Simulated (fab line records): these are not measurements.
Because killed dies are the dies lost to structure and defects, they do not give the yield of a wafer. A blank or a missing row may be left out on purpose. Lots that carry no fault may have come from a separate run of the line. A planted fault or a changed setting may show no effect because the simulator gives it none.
Comparing a struck lot with a sound one    flow nand_harc    14 steps out of a route of 1302
Sound: these wafers, L975.1, L975.5, L975.6. Wafers struck: L984.3, L984.4, L984.6. At the end, the cause is stated.
At each step with rows: each side's tool, then ch and its chambers, then its first start. Under that, the readings that differ: sound wafers    struck wafers    difference of the means    sigmas: that difference in standard deviations of wafers without a fault.
alike: same words and numbers on both sides, and readings whose means sit less than 2 such deviations apart. not compared: any withheld reading, any reading some wafer has no value for, any bound like >300 that may hide the same value, and any number with overlapping values for which the record gives no deviation.
The two part at a step that has a row with sigmas, a row that says differs or no value, or rows on one side only. Non-overlapping numbers with no deviation appear without sigmas and do not part them. A reading that every wafer of one side lacks parts them only if that side has two wafers or more.

NHARC_A_STAIRCASE_TRIM_189: chemistry O2, time 211.2 s.
  sound: rie_diel-06 ch 0,2; struck: rie_diel-06 ch 1,2,3
  alike: chamber_pressure_mTorr, drypump_motor_current_A, o2_flow_sccm, oes_product_au, rf_vpp_V, showerhead_plenum_p_Torr, throttle_valve_pct
  not compared: rf_hours_counter_h
NHARC_A_STAIRCASE_ETCH_190: etches the open film in C4F8/O2, target depth 100 nm, time 40.5 s.
  sound: rie_diel-06 ch 0,2,3; struck: rie_diel-06 ch 1,2
  alike: bias_w, chamber_pressure_mTorr, oes_product_au, rf_vpp_V
  not compared: rf_hours_counter_h
then, 4 steps without rows for these wafers: NHARC_A_STAIRCASE_TRIM_191 (chemistry O2, time 211.2 s); NHARC_A_STAIRCASE_ETCH_192 (etches the open film in C4F8/O2, target depth 100 nm, time 40.5 s); NHARC_A_STAIRCASE_TRIM_193 (chemistry O2, time 211.2 s); NHARC_A_STAIRCASE_ETCH_194 (etches the open film in C4F8/O2, target depth 100 nm, time 40.5 s).
NHARC_A_STAIRCASE_TRIM_196: chemistry O2, time 211.2 s.
  sound on rie_diel-06 ch 0,3, day 16 12:38; struck on rie_diel-02 ch 0,1,2, day 20 17:44
  alike: chamber_pressure_mTorr, drypump_motor_current_A, o2_flow_sccm, oes_product_au, rf_vpp_V, showerhead_plenum_p_Torr, throttle_valve_pct
  not compared: rf_hours_counter_h
then, 1 step without rows for these wafers: NHARC_A_STAIRCASE_ETCH_197 (etches the open film in C4F8/O2, target depth 100 nm, time 40.5 s).
NHARC_A_STAIRCASE_TRIM_198: chemistry O2, time 211.2 s.
  sound: rie_diel-06 ch 0,2; struck: rie_diel-02 ch 1,2
  alike: chamber_pressure_mTorr, drypump_motor_current_A, o2_flow_sccm, oes_product_au, rf_vpp_V, showerhead_plenum_p_Torr, throttle_valve_pct
  not compared: rf_hours_counter_h
then, 2 steps without rows for these wafers: NHARC_A_STAIRCASE_ETCH_199 (etches the open film in C4F8/O2, target depth 100 nm, time 40.5 s); NHARC_A_STAIRCASE_TRIM_200 (chemistry O2, time 211.2 s).
NHARC_A_STAIRCASE_ETCH_201: etches the open film in C4F8/O2, target depth 100 nm, time 40.5 s.
  sound on rie_diel-06 ch 2,3, day 16 13:23; struck on rie_diel-02 ch 0,1,3, day 20 18:25
  no value came back on the struck wafers for bias_w (W), chamber_pressure_mTorr (mTorr), oes_product_au (a.u.), rf_vpp_V (V); on the sound wafers bias_w (W) reads 1002.7 1000.4 995.5
  not compared: rf_hours_counter_h
NHARC_A_STAIRCASE_TRIM_202: chemistry O2, time 211.2 s.
  sound: rie_diel-06 ch 2,3; struck: rie_diel-02 ch 0,2,3
  alike: chamber_pressure_mTorr, drypump_motor_current_A, o2_flow_sccm, oes_product_au, rf_vpp_V, showerhead_plenum_p_Torr, throttle_valve_pct
  not compared: rf_hours_counter_h
-- break in the record here, with 9 days between the starts of the struck wafers on either side (left off in module A_STAIRCASE, picked up again in module END, where the first step shown is number 1302 on the route) --
NHARC_END_SORT_01:
  sound on prober-02 ch 0, day 25 04:16; struck on prober-01 ch 0, day 29 16:17
reading          sound     struck       difference  sigmas
killed_at_array  70 70 64  673 674 674  +606        +30
killed_dies      75 75 68  677 677 677  +604        +32
  alike: killed_at_other, killed_at_periphery, killed_open, killed_short

WHERE THEY PART
Earliest at NHARC_A_STAIRCASE_ETCH_201; latest, in this record, at NHARC_END_SORT_01.

WHY: whatever the simulator had introduced
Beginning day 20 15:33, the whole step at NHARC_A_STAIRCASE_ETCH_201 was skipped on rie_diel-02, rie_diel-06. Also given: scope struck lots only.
